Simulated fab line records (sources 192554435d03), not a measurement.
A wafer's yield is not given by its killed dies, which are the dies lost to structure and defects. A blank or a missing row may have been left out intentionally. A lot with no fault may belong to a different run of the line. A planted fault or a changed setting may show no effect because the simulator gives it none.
fab line records	flow n5_finfet
[record] lots = 24	wafers = 72	last_day = 18
route steps=1938 shown SD_EPI_N@282 SD_EPI_P@310 ILD0@335 SDB@356 DUMMY_REMOVAL@381
lots that met no fault: from a run of the same line without faults
start_h: the number of hours between the record's first day and the start of the first shown wafer of the lot	wait_h: hours elapsed since this lot's preceding step	" as in the row above	L1.1+2: a single row standing in for several wafers	- either no value or no given start	* or withheld: withheld	< > ~ a bound
route shown NAME@n: NAME is a module with steps in the file, n the number in the route of the first one	usual: the fault-free wafers' mean and standard deviation	same: alike in all rows	chamber/n: place in a boat	sites: each site's reading	_std_site: their standard deviation	_edge_site: mean of outer sites minus mean of inner sites	radius_mm: for every site, how far away it sits from the centre of the wafer	mask NAME#n: copy n	behind: tool/chamber where the wafer was last shaped	hold: cause of the lot's hold/its duration in hours/its outcome	device: transistor that didn't switch, given as n, p or np	end of line: the tests these same wafers got at the end of their route	step lacking rows: just its recipe	killed: dies that structure and defects cost at the first sort, which is not the same as the wafer's yield	map: a wafer's dies, marking killed ones x, the rest . and places with no die _
set.NAME: the setting the step ran with; set.NAME@STEP: the setting that earlier step ran with	model.NAME: the simulator's own value behind a step, which no gauge read
one table for each step of the route and one row for each wafer, over a sample of lots
services: the hour from which a tool's chamber was out of use, counted from the record's first day as start_h (under 0 if before that day), plus the number of hours and why
[[steps]]
[step N5_SD_EPI_N_STRIP_38]
[recipe] chemistry = N2/H2	power_w = 1000	temp_c = 250	h2_frac = 0.65	overash_fraction = 0.3	pressure_mtorr = withheld	n2_flow_sccm = 1750	h2_flow_sccm = 3250
[usual] drypump_motor_current_A = 5.8/0.56	heater_power_w = 345/39	n2_flow_sccm = 1751/5	oes_product_au = 0.762/0.01
[same] overash_fraction = 0.3
lot.wafer	tool	chamber	start_h	wait_h	drypump_motor_current_A	heater_power_w	n2_flow_sccm	oes_product_au	rf_hours_counter_h
L074.2	plasma_asher-01	0	50.83	0.1	5.9	303	1743	0.762	76
L074.3	"	1	"	"	5.0	390	1761	0.761	-
L074.5	"	0	"	"	5.9	294	1747	0.760	-
L075.1	plasma_asher-02	0	55.61	0.3	5.8	391	1753	0.757	35
L075.5	"	1	"	"	6.7	308	1759	0.755	-
L075.6	"	0	"	"	5.8	386	1756	0.760	-
L076.1	plasma_asher-02	0	62.52	0.1	5.8	395	1751	0.750	38
L076.3	"	0	"	"	5.8	388	1743	0.745	-
L076.5	"	1	"	"	6.6	328	1752	0.755	-
L077.2	plasma_asher-02	1	67.56	0.1	6.6	326	1749	0.752	41
L077.5	"	1	"	"	6.6	327	1758	0.755	-
L077.6	"	0	"	"	5.8	381	1753	0.756	-
L078.3	plasma_asher-02	0	73.02	0.1	5.8	384	1746	0.767	-
L078.5	"	1	"	"	6.6	328	1742	0.739	-
L078.6	"	0	"	"	5.8	387	1743	0.765	-
L079.2	plasma_asher-02	1	79.36	0.1	6.6	333	1745	0.771	44
L079.5	"	0	"	"	5.8	381	1755	0.761	-
L079.6	"	1	"	"	6.6	313	1747	0.769	-
L080.2	plasma_asher-01	0	89.80	0.1	5.9	292	1756	0.781	80
L080.3	"	0	"	"	5.9	289	1752	0.754	-
L080.6	"	1	"	"	5.0	377	1751	0.760	-
L081.1	plasma_asher-02	0	91.73	0.2	5.8	381	1745	0.760	46
L081.4	"	1	"	"	6.6	319	1753	0.753	-
L081.6	"	0	"	"	5.7	382	1751	0.779	-
L082.1	plasma_asher-02	0	98.57	0.1	5.8	386	1743	0.765	49
L082.2	"	1	"	"	6.6	326	1757	0.754	49
L082.5	"	1	"	"	6.6	322	1754	0.774	-
L083.2	plasma_asher-02	1	105.70	0.3	6.6	326	1743	0.779	51
L083.5	"	1	"	"	6.6	321	1748	0.764	-
L083.6	"	0	"	"	5.8	381	1757	0.764	-
L084.1	plasma_asher-01	0	115.20	0.1	5.9	291	1757	0.761	82
L084.5	"	1	"	"	5.0	385	1753	0.760	-
L084.6	"	0	"	"	5.9	297	1750	0.763	-
L085.2	plasma_asher-02	1	117.65	0.1	6.6	328	1748	0.755	53
L085.3	"	1	"	"	6.6	314	1745	0.746	-
L085.5	"	1	"	"	6.6	326	1743	0.755	-
L086.1	plasma_asher-01	1	126.03	0.1	5.0	385	1750	0.771	85
L086.5	"	0	"	"	5.9	296	1747	0.762	-
L086.6	"	1	"	"	5.0	376	1757	0.771	-
L087.2	plasma_asher-01	0	135.49	0.1	5.9	285	1756	0.750	86
L087.3	"	1	"	"	5.0	388	1753	0.777	-
L087.5	"	0	"	"	5.9	299	1747	0.770	-
L088.1	plasma_asher-01	0	137.30	0.1	5.9	297	1744	0.744	87
L088.3	"	0	"	"	5.9	286	1751	0.762	-
L088.5	"	0	"	"	5.9	291	1745	0.758	-
L089.1	plasma_asher-01	0	142.89	0.1	5.9	295	1754	0.760	88
L089.2	"	1	"	"	5.0	376	1749	0.754	88
L089.5	"	1	"	"	5.0	378	1753	0.762	-
L090.1	plasma_asher-02	0	149.34	0.1	5.8	396	1757	0.779	60
L090.3	"	1	"	"	6.6	322	1749	0.770	-
L090.4	"	0	"	"	5.8	393	1748	0.780	-
L091.1	plasma_asher-01	0	154.94	0.1	5.9	293	1746	0.752	90
L091.2	"	1	"	"	5.0	375	1750	0.747	90
L091.5	"	0	"	"	5.9	289	1744	0.757	-
L092.1	plasma_asher-01	0	163.78	0.1	5.9	295	1744	0.743	92
L092.2	"	1	"	"	5.0	389	1739	0.770	92
L092.3	"	0	"	"	5.9	296	1754	0.760	-
L093.1	plasma_asher-01	1	167.51	0.1	5.0	383	1744	0.761	92
L093.4	"	0	"	"	5.9	297	1755	0.781	-
L093.5	"	1	"	"	5.0	380	1745	0.756	-
L094.2	plasma_asher-01	0	172.52	0.1	5.9	293	1756	0.774	93
L094.4	"	0	"	"	5.9	294	1759	0.762	-
L094.5	"	0	"	"	5.9	288	1760	0.756	-
L095.2	plasma_asher-02	0	178.89	0.1	5.8	385	1751	0.765	65
L095.3	"	0	"	"	5.8	378	1745	0.754	-
L095.4	"	1	"	"	6.6	325	1751	0.748	-
L096.2	plasma_asher-01	1	184.00	0.1	5.0	374	1756	0.777	95
L096.3	"	0	"	"	5.9	286	1744	0.756	-
L096.6	"	1	"	"	5.0	389	1754	0.744	-
L097.1	plasma_asher-01	0	189.68	0.1	5.9	295	1752	0.758	96
L097.5	"	0	"	"	5.9	297	1749	0.758	-
L097.6	"	1	"	"	5.0	376	1750	0.769	-
[step N5_SD_EPI_P_ETCHBACK_46]
[recipe] chemistry = CH3F/O2	mode = anisotropic_etchback	target = SiNx	target_depth_a = 175	stop_on = SiO2	over_etch_frac = 0.3	ion_energy_ev = 120	pressure_mtorr = 30	source_w = 395	bias_w = 73	Ar_flow_sccm = 150	CH3F_flow_sccm = 30	O2_flow_sccm = 20
[usual] drypump_motor_current_A = 5.6/0.45	oes_product_au = 0.64/0.048	rf_vpp_V = 297/6	showerhead_plenum_p_Torr = 2.00/0.048	throttle_valve_pct = 16.43/0.12
lot.wafer	tool	chamber	start_h	wait_h	drypump_motor_current_A	oes_product_au	rf_hours_counter_h	rf_vpp_V	showerhead_plenum_p_Torr	throttle_valve_pct
L074.2	rie_diel-03	0	54.92	0.0	5.4	0.80	17	295	1.96	16.20
L074.3	"	3	"	"	5.6	0.67	121	308	2.09	16.61
L074.5	"	1	"	"	5.1	0.68	-	303	2.01	16.31
L075.1	rie_diel-04	1	59.71	0.0	5.5	0.70	83	290	2.02	16.56
L075.5	"	0	"	"	6.2	0.64	-	303	2.00	16.37
L075.6	"	1	"	"	5.5	0.70	-	290	2.02	16.55
L076.1	rie_diel-05	0	66.85	0.0	5.8	0.64	155	301	2.08	16.41
L076.3	"	3	"	"	5.9	0.67	128	303	1.99	16.33
L076.5	"	0	"	"	5.8	0.64	-	301	2.08	16.41
L077.2	rie_diel-05	0	71.52	0.0	5.8	0.64	157	302	2.08	16.42
L077.5	"	0	"	"	5.8	0.64	-	302	2.08	16.43
L077.6	"	1	"	"	5.5	0.64	-	293	1.99	16.38
L078.3	rie_diel-03	0	77.29	0.0	5.5	0.79	24	296	1.96	16.20
L078.5	"	0	"	"	5.5	0.78	-	294	1.96	16.22
L078.6	"	3	"	"	5.6	0.67	-	308	2.09	16.63
L079.2	rie_diel-04	3	83.75	0.0	5.0	0.60	216	291	1.98	16.57
L079.5	"	3	"	"	5.0	0.60	-	290	1.98	16.57
L079.6	"	0	"	"	6.1	0.64	-	303	2.00	16.38
L080.2	rie_diel-04	1	94.35	0.0	5.5	0.69	93	288	2.02	16.58
L080.3	"	0	"	"	6.1	0.64	169	304	2.00	16.38
L080.6	"	1	"	"	5.5	0.69	-	290	2.02	16.59
L081.1	rie_diel-03	0	96.70	0.0	5.5	0.77	30	297	1.96	16.23
L081.4	"	3	"	"	5.6	0.66	134	306	2.09	16.64
L081.6	"	0	"	"	5.5	0.77	-	295	1.96	16.23
L082.1	rie_diel-03	2	102.64	0.0	5.1	0.59	223	301	2.06	16.34
L082.2	"	1	"	"	5.1	0.68	127	303	2.01	16.32
L082.5	"	0	"	"	5.4	0.77	-	295	1.96	16.21
L083.2	rie_diel-04	1	110.63	0.0	5.5	0.69	98	289	2.01	16.59
L083.5	"	0	"	"	6.1	0.63	-	303	2.00	16.38
L083.6	"	1	"	"	5.5	0.68	-	288	2.01	16.60
L084.1	rie_diel-05	3	119.30	0.0	5.8	0.65	143	301	1.99	16.35
L084.5	"	0	"	"	5.8	0.63	-	302	2.07	16.44
L084.6	"	3	"	"	5.8	0.66	-	303	1.99	16.34
L085.2	rie_diel-03	0	122.94	0.0	5.5	0.76	38	295	1.95	16.22
L085.3	"	2	"	"	5.1	0.58	230	299	2.06	16.33
L085.5	"	3	"	"	5.6	0.66	-	307	2.09	16.66
L086.1	rie_diel-03	1	130.08	0.0	5.1	0.66	137	303	2.00	16.35
L086.5	"	1	"	"	5.1	0.66	-	302	2.00	16.36
L086.6	"	0	"	"	5.5	0.75	-	296	1.95	16.23
L087.2	rie_diel-04	1	140.06	0.0	5.6	0.68	102	290	2.01	16.60
L087.3	"	3	"	"	5.0	0.59	227	290	1.98	16.58
L087.5	"	0	"	"	6.1	0.63	-	305	2.00	16.41
L088.1	rie_diel-04	3	141.49	0.0	5.0	0.59	227	290	1.98	16.58
L088.3	"	1	"	"	5.6	0.69	103	290	2.01	16.61
L088.5	"	3	"	"	5.0	0.59	-	291	1.98	16.60
L089.1	rie_diel-05	0	147.13	0.0	5.8	0.62	182	300	2.07	16.48
L089.2	"	1	"	"	5.6	0.62	182	293	1.98	16.42
L089.5	"	3	"	"	5.9	0.65	-	302	1.99	16.38
L090.1	rie_diel-04	0	154.98	0.0	6.2	0.63	180	303	2.00	16.41
L090.3	"	2	"	"	6.5	0.59	228	299	1.90	16.40
L090.4	"	3	"	"	5.0	0.59	231	290	1.98	16.58
L091.1	rie_diel-04	0	159.83	0.0	6.2	0.62	182	303	2.00	16.42
L091.2	"	2	"	"	6.6	0.59	229	300	1.90	16.39
L091.5	"	2	"	"	6.5	0.59	-	298	1.90	16.40
L092.1	rie_diel-05	1	168.69	0.0	5.6	0.62	187	292	1.98	16.45
L092.2	"	3	"	"	5.8	0.64	160	303	1.98	16.39
L092.3	"	0	"	"	5.8	0.62	187	301	2.07	16.47
L093.1	rie_diel-04	1	172.82	0.0	5.5	0.68	110	289	2.01	16.60
L093.4	"	0	"	"	6.1	0.63	184	306	2.00	16.41
L093.5	"	2	"	"	6.5	0.58	-	300	1.90	16.40
L094.2	rie_diel-05	2	176.82	0.0	5.3	0.62	176	288	2.00	16.30
L094.4	"	3	"	"	5.8	0.65	163	303	1.98	16.40
L094.5	"	2	"	"	5.3	0.63	-	291	2.00	16.31
L095.2	rie_diel-05	1	182.95	0.0	5.6	0.61	192	293	1.98	16.43
L095.3	"	3	"	"	5.8	0.65	164	303	1.98	16.39
L095.4	"	0	"	"	5.8	0.62	191	300	2.07	16.49
L096.2	rie_diel-04	2	188.19	0.0	6.5	0.59	236	299	1.90	16.41
L096.3	"	1	"	"	5.5	0.67	114	290	2.01	16.62
L096.6	"	2	"	"	6.5	0.58	-	300	1.90	16.42
L097.1	rie_diel-05	1	194.37	0.0	5.6	0.61	194	292	1.98	16.43
L097.5	"	0	"	"	5.8	0.62	-	301	2.07	16.50
L097.6	"	1	"	"	5.5	0.61	-	292	1.98	16.44
[step N5_ILD0_LINER_00]
[recipe] material = SiNx	target_thk_a = 40	temp_c = 400	ald_precursor_family = SiH2I2	ald_co_reactant = N2/H2-plasma	pulse_time_s = 1	purge_time_s = 2	co_reactant_purge_time_s = 2	ald_cycles = 80	pressure_torr = 2
[usual] heater_power_w = 828/39	precursor_pulse_height_rel = 0.999/0.02	susceptor_temp_C = 400.01/0.22
[same] ald_cycles = 80
lot.wafer	tool	chamber	start_h	wait_h	heater_power_w	precursor_pulse_height_rel	susceptor_temp_C
L074.2	ald_sin-04	1	59.35	0.0	825	1.020	400.05
L074.3	"	2	"	"	830	1.030	400.02
L074.5	"	1	"	"	830	0.978	400.15
L075.1	ald_sin-02	0	65.22	1.2	942	0.967	399.78
L075.5	"	2	"	"	769	1.000	399.89
L075.6	"	1	"	"	816	1.020	400.06
L076.1	ald_sin-02	3	71.92	0.0	820	1.017	400.07
L076.3	"	0	"	"	923	1.024	400.13
L076.5	"	0	"	"	915	0.995	400.41
L077.2	ald_sin-03	0	76.49	0.0	830	0.975	400.02
L077.5	"	1	"	"	840	0.993	400.09
L077.6	"	2	"	"	829	1.020	399.90
L078.3	ald_sin-04	2	81.54	0.1	829	0.995	399.95
L078.5	"	1	"	"	820	0.977	399.94
L078.6	"	2	"	"	809	0.986	400.17
L079.2	ald_sin-02	1	87.84	0.0	815	0.987	399.97
L079.5	"	3	"	"	813	1.000	400.06
L079.6	"	0	"	"	934	1.016	399.80
L080.2	ald_sin-03	0	98.72	0.3	828	0.988	400.07
L080.3	"	3	"	"	817	0.979	400.05
L080.6	"	2	"	"	869	0.991	399.89
L081.1	ald_sin-02	3	100.79	0.0	822	1.010	399.91
L081.4	"	2	"	"	757	0.996	400.06
L081.6	"	3	"	"	818	0.970	399.77
L082.1	ald_sin-03	2	106.73	0.0	848	1.022	399.92
L082.2	"	1	"	"	852	1.003	399.61
L082.5	"	0	"	"	817	1.016	400.47
L083.2	ald_sin-02	1	114.77	0.0	832	1.001	399.98
L083.5	"	1	"	"	820	1.018	400.02
L083.6	"	2	"	"	765	0.979	400.00
L084.1	ald_sin-04	1	123.79	0.4	804	0.997	399.78
L084.5	"	2	"	"	824	0.979	399.99
L084.6	"	3	"	"	804	1.001	400.00
L085.2	ald_sin-04	1	127.03	0.0	815	0.950	400.33
L085.3	"	2	"	"	816	1.031	399.89
L085.5	"	3	"	"	818	1.015	400.00
L086.1	ald_sin-02	3	134.69	0.0	837	0.997	399.85
L086.5	"	1	"	"	827	0.974	400.35
L086.6	"	0	"	"	957	0.997	400.08
L087.2	ald_sin-03	3	144.15	0.0	816	0.996	399.96
L087.3	"	0	"	"	820	0.982	399.83
L087.5	"	0	"	"	812	1.012	399.91
L088.1	ald_sin-04	0	145.58	0.0	793	1.016	400.43
L088.3	"	3	"	"	825	1.000	399.95
L088.5	"	0	"	"	786	1.004	400.24
L089.1	ald_sin-02	3	151.56	0.2	829	0.935	400.28
L089.2	"	2	"	"	774	1.001	399.81
L089.5	"	3	"	"	835	1.035	399.92
L090.1	ald_sin-04	1	161.07	0.0	823	0.997	399.90
L090.3	"	0	"	"	802	1.003	400.32
L090.4	"	3	"	"	830	1.013	399.80
L091.1	ald_sin-02	2	163.97	0.0	752	0.997	399.84
L091.2	"	1	"	"	828	0.984	400.09
L091.5	"	1	"	"	827	1.012	400.22
L092.1	ald_sin-03	1	173.74	0.1	826	1.004	400.21
L092.2	"	0	"	"	835	1.004	400.24
L092.3	"	3	"	"	804	1.010	399.98
L093.1	ald_sin-04	1	176.96	0.0	818	0.995	400.14
L093.4	"	0	"	"	791	1.024	399.84
L093.5	"	2	"	"	808	0.985	400.22
L094.2	ald_sin-03	0	181.10	0.2	833	0.967	399.98
L094.4	"	2	"	"	855	0.998	399.79
L094.5	"	1	"	"	890	0.977	399.81
L095.2	ald_sin-04	3	187.96	0.1	818	1.018	400.08
L095.3	"	2	"	"	811	1.015	399.80
L095.4	"	0	"	"	785	0.986	399.70
L096.2	ald_sin-03	2	192.36	0.1	819	0.982	399.69
L096.3	"	1	"	"	855	1.003	399.93
L096.6	"	0	"	"	811	1.013	399.96
L097.1	ald_sin-03	2	198.77	0.0	847	1.010	399.94
L097.5	"	2	"	"	849	1.022	399.94
L097.6	"	3	"	"	803	1.017	400.01
[step N5_SDB_CD_MEAS_11]
[recipe] target_cd_nm = 50	landing_energy_ev = 500	detector = se_inlens	polarity = opening
[usual] cd_nm = 49.7/1.1
lot.wafer	tool	chamber	start_h	wait_h	cd_nm
L074.2	cd_sem-03	0	65.93	-	50.6
L074.3	"	0	"	"	49.3
L074.5	"	0	"	"	49.5
L075.1	cd_sem-02	0	71.84	-	50.1
L075.5	"	0	"	"	48.9
L075.6	"	0	"	"	48.6
L076.1	cd_sem-01	0	78.72	-	49.9
L076.3	"	0	"	"	48.8
L076.5	"	0	"	"	48.9
L077.2	cd_sem-01	0	83.20	-	48.6
L077.5	"	0	"	"	47.6
L077.6	"	0	"	"	48.8
L078.3	cd_sem-03	0	88.52	-	49.6
L078.5	"	0	"	"	50.2
L078.6	"	0	"	"	50.0
L079.2	cd_sem-03	0	94.62	-	49.1
L079.5	"	0	"	"	49.7
L079.6	"	0	"	"	49.7
L080.2	cd_sem-01	0	105.32	-	49.6
L080.3	"	0	"	"	47.8
L080.6	"	0	"	"	48.5
L081.1	cd_sem-02	0	108.50	-	49.5
L081.4	"	0	"	"	49.5
L081.6	"	0	"	"	50.4
L082.1	cd_sem-02	0	113.36	-	49.5
L082.2	"	0	"	"	49.9
L082.5	"	0	"	"	48.2
L083.2	cd_sem-03	0	121.36	-	49.5
L083.5	"	0	"	"	48.9
L083.6	"	0	"	"	49.2
L084.1	cd_sem-03	0	130.66	-	50.3
L084.5	"	0	"	"	50.8
L084.6	"	0	"	"	51.1
L085.2	cd_sem-01	0	133.92	-	48.0
L085.3	"	0	"	"	50.5
L085.5	"	0	"	"	48.3
L086.1	cd_sem-03	0	141.40	-	49.5
L086.5	"	0	"	"	49.5
L086.6	"	0	"	"	50.8
L087.2	cd_sem-03	0	151.27	-	48.4
L087.3	"	0	"	"	49.0
L087.5	"	0	"	"	51.6
L088.1	cd_sem-01	0	152.17	-	48.2
L088.3	"	0	"	"	48.8
L088.5	"	0	"	"	47.1
L089.1	cd_sem-01	0	158.48	-	50.0
L089.2	"	0	"	"	49.8
L089.5	"	0	"	"	51.2
L090.1	cd_sem-01	0	167.81	-	50.6
L090.3	"	0	"	"	49.9
L090.4	"	0	"	"	49.4
L091.1	cd_sem-02	0	170.67	-	51.3
L091.2	"	0	"	"	52.3
L091.5	"	0	"	"	50.7
L092.1	cd_sem-02	0	180.32	-	49.7
L092.2	"	0	"	"	49.7
L092.3	"	0	"	"	49.6
L093.1	cd_sem-01	0	183.60	-	51.8
L093.4	"	0	"	"	51.0
L093.5	"	0	"	"	50.8
L094.2	cd_sem-03	0	187.72	-	50.2
L094.4	"	0	"	"	52.2
L094.5	"	0	"	"	50.0
L095.2	cd_sem-02	0	194.93	-	51.2
L095.3	"	0	"	"	50.9
L095.4	"	0	"	"	49.4
L096.2	cd_sem-03	0	199.07	-	49.0
L096.3	"	0	"	"	49.3
L096.6	"	0	"	"	51.1
L097.1	cd_sem-03	0	206.53	-	49.5
L097.5	"	0	"	"	49.7
L097.6	"	0	"	"	48.7
[step N5_SDB_HM_OPEN_20]
[recipe] chemistry = CH3F/O2	target = SiNx	mask_material = SOC	target_depth_a = 240	stop_on = poly-Si	over_etch_frac = 0.4	ion_energy_ev = 120	pressure_mtorr = 30	source_w = 395	bias_w = 73	Ar_flow_sccm = 150	CH3F_flow_sccm = 30	O2_flow_sccm = 20
[usual] drypump_motor_current_A = 5.7/0.52	oes_product_au = 0.66/0.083	rf_vpp_V = 294/5.5	showerhead_plenum_p_Torr = 1.97/0.062	throttle_valve_pct = 16.33/0.23
lot.wafer	tool	chamber	start_h	wait_h	drypump_motor_current_A	oes_product_au	rf_hours_counter_h	rf_vpp_V	showerhead_plenum_p_Torr	throttle_valve_pct
L074.2	rie_diel-02	3	66.25	0.0	6.5	0.58	187	292	1.90	16.11
L074.3	"	1	"	"	5.4	0.57	203	294	1.91	16.45
L074.5	"	3	"	"	6.6	0.59	-	293	1.90	16.11
L075.1	rie_diel-06	2	72.16	0.0	5.5	0.76	20	297	2.03	16.42
L075.5	"	1	"	"	4.9	0.71	-	305	2.03	16.07
L075.6	"	2	"	"	5.5	0.76	-	297	2.03	16.43
L076.1	rie_diel-06	1	79.48	0.0	4.9	0.68	81	305	2.03	16.07
L076.3	"	2	"	"	5.5	0.74	22	296	2.03	16.41
L076.5	"	2	"	"	5.5	0.76	-	297	2.03	16.43
L077.2	rie_diel-01	1	83.52	0.0	6.7	0.58	222	293	1.97	16.71
L077.5	"	0	"	"	6.0	0.68	-	291	2.03	16.28
L077.6	"	1	"	"	6.7	0.59	-	293	1.97	16.73
L078.3	rie_diel-02	2	89.33	0.0	5.4	0.55	241	294	1.89	16.63
L078.5	"	2	"	"	5.4	0.57	-	294	1.89	16.63
L078.6	"	1	"	"	5.3	0.58	-	297	1.91	16.47
L079.2	rie_diel-01	2	94.93	0.0	5.1	0.58	218	302	1.97	16.26
L079.5	"	0	"	"	6.0	0.69	-	291	2.03	16.28
L079.6	"	3	"	"	6.1	0.57	-	296	1.98	16.78
L080.2	rie_diel-06	2	106.54	0.0	5.5	0.74	32	298	2.03	16.45
L080.3	"	0	"	"	5.5	0.58	236	281	1.89	16.58
L080.6	"	1	"	"	4.9	0.71	-	305	2.03	16.10
L081.1	rie_diel-06	1	109.76	0.0	4.9	0.69	92	305	2.03	16.10
L081.4	"	0	"	"	5.5	0.59	238	282	1.89	16.56
L081.6	"	3	"	"	5.2	0.56	-	294	1.97	16.28
L082.1	rie_diel-01	1	114.48	0.0	6.7	0.57	236	294	1.97	16.74
L082.2	"	2	"	"	5.2	0.57	226	302	1.97	16.28
L082.5	"	0	"	"	6.0	0.67	-	289	2.03	16.32
L083.2	rie_diel-06	1	122.32	0.0	4.9	0.67	100	304	2.03	16.11
L083.5	"	0	"	"	5.5	0.57	-	282	1.88	16.59
L083.6	"	1	"	"	4.9	0.68	-	304	2.03	16.10
L084.1	rie_diel-06	2	130.97	0.0	5.5	0.70	46	296	2.02	16.48
L084.5	"	2	"	"	5.5	0.71	-	297	2.02	16.47
L084.6	"	0	"	"	5.5	0.58	-	281	1.88	16.60
L085.2	rie_diel-02	2	134.27	0.0	5.4	0.56	249	296	1.89	16.65
L085.3	"	3	"	"	6.5	0.58	201	293	1.90	16.12
L085.5	"	0	"	"	5.6	0.60	-	289	1.90	16.35
L086.1	rie_diel-02	1	141.72	0.0	5.4	0.56	220	294	1.91	16.48
L086.5	"	0	"	"	5.5	0.61	-	288	1.90	16.33
L086.6	"	1	"	"	5.4	0.56	-	293	1.91	16.48
L087.2	rie_diel-02	1	151.70	0.0	5.3	0.56	225	295	1.90	16.48
L087.3	"	0	"	"	5.6	0.61	-	288	1.90	16.36
L087.5	"	1	"	"	5.4	0.57	-	294	1.90	16.48
L088.1	rie_diel-02	0	152.62	0.0	5.6	0.59	177	288	1.90	16.38
L088.3	"	0	"	"	5.6	0.59	-	287	1.90	16.36
L088.5	"	0	"	"	5.6	0.60	-	289	1.90	16.36
L089.1	rie_diel-02	2	158.80	0.0	5.4	0.82	0	299	2.14	16.17
L089.2	"	0	"	"	5.6	0.60	180	290	1.90	16.37
L089.5	"	0	"	"	5.6	0.61	-	288	1.90	16.36
L090.1	rie_diel-01	1	169.23	0.0	6.7	0.80	3	291	1.96	16.27
L090.3	"	3	"	"	6.1	0.75	14	293	1.98	16.32
L090.4	"	3	"	"	6.0	0.75	-	293	1.98	16.33
L091.1	rie_diel-06	1	170.99	0.0	4.9	0.65	120	302	2.02	16.14
L091.2	"	3	"	"	5.3	0.75	13	295	1.96	15.87
L091.5	"	0	"	"	5.5	0.81	-	286	2.13	16.09
L092.1	rie_diel-06	1	180.64	0.0	4.9	0.66	123	304	2.02	16.16
L092.2	"	2	"	"	5.5	0.69	60	296	2.02	16.50
L092.3	"	3	"	"	5.3	0.75	16	295	1.96	15.89
L093.1	rie_diel-06	3	183.91	0.0	5.3	0.74	17	295	1.96	15.88
L093.4	"	1	"	"	4.9	0.66	125	303	2.02	16.15
L093.5	"	2	"	"	5.5	0.71	-	297	2.01	16.50
L094.2	rie_diel-01	2	188.04	0.0	5.2	0.79	2	302	1.96	15.80
L094.4	"	1	"	"	6.7	0.76	9	294	1.96	16.28
L094.5	"	2	"	"	5.1	0.81	-	300	1.96	15.80
L095.2	rie_diel-01	3	195.30	0.0	6.1	0.73	22	294	1.97	16.33
L095.3	"	0	"	"	6.0	0.62	129	290	2.02	16.38
L095.4	"	1	"	"	6.7	0.75	11	294	1.96	16.29
L096.2	rie_diel-01	2	199.38	0.0	5.1	0.79	6	301	1.96	15.80
L096.3	"	0	"	"	6.0	0.63	130	293	2.02	16.37
L096.6	"	1	"	"	6.7	0.76	-	291	1.96	16.30
L097.1	rie_diel-01	3	206.89	0.0	6.0	0.72	26	295	1.97	16.35
L097.5	"	1	"	"	6.7	0.76	-	292	1.96	16.32
L097.6	"	2	"	"	5.1	0.79	-	300	1.96	15.80
[step N5_DUMMY_REMOVAL_INSPECT_06]
[recipe] inspect_instrument = brightfield	mode = aei
[usual] raw_defect_count = 12/5.7
lot.wafer	tool	chamber	start_h	wait_h	raw_defect_count
L074.2	defect_inspect-02	-	70.77	0.0	13
L074.3	"	-	"	"	24
L074.5	"	-	"	"	14
L075.1	defect_inspect-01	-	77.15	0.0	12
L075.5	"	-	"	"	17
L075.6	"	-	"	"	8
L076.1	defect_inspect-01	-	83.32	0.0	15
L076.3	"	-	"	"	19
L076.5	"	-	"	"	14
L077.2	defect_inspect-01	-	87.41	0.0	21
L077.5	"	-	"	"	14
L077.6	"	-	"	"	13
L078.3	defect_inspect-01	-	93.90	0.0	11
L078.5	"	-	"	"	10
L078.6	"	-	"	"	11
L079.2	defect_inspect-01	-	99.23	0.0	7
L079.5	"	-	"	"	8
L079.6	"	-	"	"	24
L080.2	defect_inspect-02	-	111.62	0.0	16
L080.3	"	-	"	"	18
L080.6	"	-	"	"	14
L081.1	defect_inspect-02	-	113.72	0.0	10
L081.4	"	-	"	"	16
L081.6	"	-	"	"	17
L082.1	defect_inspect-01	-	119.37	0.0	10
L082.2	"	-	"	"	13
L082.5	"	-	"	"	11
L083.2	defect_inspect-02	-	128.14	0.0	9
L083.5	"	-	"	"	7
L083.6	"	-	"	"	7
L084.1	defect_inspect-01	-	134.89	0.0	15
L084.5	"	-	"	"	8
L084.6	"	-	"	"	15
L085.2	defect_inspect-01	-	138.23	0.0	12
L085.3	"	-	"	"	20
L085.5	"	-	"	"	12
L086.1	defect_inspect-01	-	145.57	0.0	10
L086.5	"	-	"	"	8
L086.6	"	-	"	"	18
L087.2	defect_inspect-01	-	155.72	0.0	9
L087.3	"	-	"	"	10
L087.5	"	-	"	"	17
L088.1	defect_inspect-01	-	157.59	0.0	14
L088.3	"	-	"	"	10
L088.5	"	-	"	"	14
L089.1	defect_inspect-02	-	162.66	0.0	11
L089.2	"	-	"	"	5
L089.5	"	-	"	"	17
L090.1	defect_inspect-01	-	173.74	0.0	15
L090.3	"	-	"	"	2
L090.4	"	-	"	"	9
L091.1	defect_inspect-01	-	174.84	0.0	10
L091.2	"	-	"	"	4
L091.5	"	-	"	"	9
L092.1	defect_inspect-02	-	185.41	0.0	19
L092.2	"	-	"	"	13
L092.3	"	-	"	"	31
L093.1	defect_inspect-02	-	189.24	0.0	7
L093.4	"	-	"	"	14
L093.5	"	-	"	"	9
L094.2	defect_inspect-01	-	193.34	0.0	9
L094.4	"	-	"	"	10
L094.5	"	-	"	"	17
L095.2	defect_inspect-01	-	199.16	0.0	8
L095.3	"	-	"	"	8
L095.4	"	-	"	"	12
L096.2	defect_inspect-01	-	203.37	0.0	15
L096.3	"	-	"	"	13
L096.6	"	-	"	"	5
L097.1	defect_inspect-02	-	211.24	0.0	13
L097.5	"	-	"	"	11
L097.6	"	-	"	"	19
[[services]]
tool	chamber	start_h	hours	kind
rie_diel-04	2	34.66	7.4	repair
plasma_asher-01	-	53.11	16.6	pm
rie_diel-03	2	63.50	4.4	repair
rie_diel-05	3	63.51	2.7	repair
rie_diel-03	-	78.65	2.5	repair
ald_sin-04	-	85.71	14.0	pm
plasma_asher-01	-	91.31	6.3	repair
rie_diel-02	-	96.68	28.1	pm
plasma_asher-01	-	101.17	5.2	repair
rie_diel-01	-	105.62	2.8	pm
rie_diel-06	3	116.09	-	clean
rie_diel-06	3	116.09	-	consumable_replace:focus_ring
rie_diel-06	3	116.09	18.1	scheduled_down
rie_diel-06	3	116.09	18.1	vent_cycle
rie_diel-04	-	118.88	14.6	pm
ald_sin-04	0	125.72	10.5	repair
rie_diel-02	3	126.12	3.5	repair
plasma_asher-02	-	138.12	2.8	pm
rie_diel-06	0	141.86	-	clean
rie_diel-06	0	141.86	-	consumable_replace:focus_ring
rie_diel-02	3	143.67	19.0	repair
rie_diel-04	3	164.80	1.4	repair
rie_diel-03	1	194.09	2.4	repair
plasma_asher-01	-	206.39	29.2	repair
[[key]]
fault none
